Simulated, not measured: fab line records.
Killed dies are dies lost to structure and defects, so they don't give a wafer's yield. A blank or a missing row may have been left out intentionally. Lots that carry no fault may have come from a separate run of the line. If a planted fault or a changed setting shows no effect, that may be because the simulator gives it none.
A lot that was struck, set against a sound lot -- flow nandHarc -- 14 steps out of a route of 1302
Sound: the wafers L569.2, L569.4, L569.6. The struck wafers were L563.2, L563.5, L563.6. The cause comes at the end.
Each step with rows lists, per side, the tool, then ch with its chambers, then its first start. Under that, the readings that differ: sound wafers -- struck wafers -- difference of the means -- sigmas: that difference in standard deviations of wafers without a fault.
alike: a reading whose means differ by less than 2 such deviations, as well as words and numbers matching on both sides. not compared: withheld readings; readings where some wafer has no value; bounds like >300 that might hide an equal value; numbers whose values overlap and for which the record gives no deviation.
A row with sigmas, a row that says differs or no value, or rows on one side alone: a step with any of these is where the two part. Non-overlapping numbers with no deviation appear without sigmas and do not part them. A reading that every wafer of one side lacks parts them only if that side has two wafers or more.

first, 4 steps without rows for these wafers: NHARC_A_WL_FILL_STRIP_28 (strips in post etch residue remover, time 1200 s); NHARC_A_WL_FILL_PRECLEAN_06 (cleans in DIW, time 300 s); NHARC_A_WL_FILL_SRD_07; NHARC_A_WL_FILL_ANNEAL_08 (time 1800 s).
NHARC_A_WL_FILL_ALD_10: deposits SiO2, target thk 50 nm, pulse time 10 s, ald cycles 500.
  sound on aldHk-04 ch 2,3, day 28 11:34; struck on aldHk-03 ch 0,1, day 25 08:59
  alike: heaterPowerW, precursorPulseHeightRel
NHARC_A_WL_FILL_ETCHBACK_16: etches the open film in C4F8/O2/Ar, target depth 120 nm, time 24 s.
  sound on rieDiel-02 ch 0,1,2; struck on rieDiel-06 ch 2,3
  alike: oesProductAu, rfVppV, runLengthS
  not compared: rfHoursCounterH
NHARC_A_WL_FILL_STRIP_29: strips in O2, time 20 s.
  sound on rieDiel-02 ch 1,3, day 28 16:22; struck on rieDiel-06 ch 0,3, day 25 13:15
  alike: drypumpMotorCurrentA, oesProductAu, rfVppV, showerheadPlenumPTorr, throttleValvePct
  not compared: rfHoursCounterH
NHARC_A_WL_FILL_ETCHBACK_17: etches the open film in Cl2/BCl3, target depth 4 nm, time 26.7 s.
  sound on rieMetal-03 ch 0,1, day 28 16:26; struck on rieMetal-03 ch 0,1, day 25 13:20
  alike: drypumpMotorCurrentA, oesProductAu, runLengthS
  not compared: rfHoursCounterH
then, 3 steps without rows for these wafers: NHARC_A_WL_FILL_PRECLEAN_18 (cleans in dHF, time 30 s); NHARC_A_WL_FILL_SRD_21; NHARC_A_WL_FILL_CVD_23 (deposits poly-Si, target thk 40 nm, time 800 s).
NHARC_A_WL_FILL_ETCHBACK_26: etches the open film in HBr, target depth 52 nm, time 13.3 s.
  sound on rieSi-02 ch 0,1,3, day 28 21:41; struck on rieSi-05 ch 0,1,2, day 25 18:27
reading,sound,struck,difference,sigmas
runLengthS (s),34.7 34.0 34.8,31.0 31.4 31.4,-3.2,-8
  alike: drypumpMotorCurrentA, oesProductAu, throttleValvePct
  not compared: rfHoursCounterH
then, 2 steps without rows for these wafers: NHARC_A_WL_FILL_PRECLEAN_30 (cleans in dHF, time 10 s); NHARC_END_SORT_01.

WHERE THEY PART
Only at NHARC_A_WL_FILL_ETCHBACK_26, as far as this record shows.

WHY: what had been put in by the simulator
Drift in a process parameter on rieSi-05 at NHARC_A_WL_FILL_ETCHBACK_26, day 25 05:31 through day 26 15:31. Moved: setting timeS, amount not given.
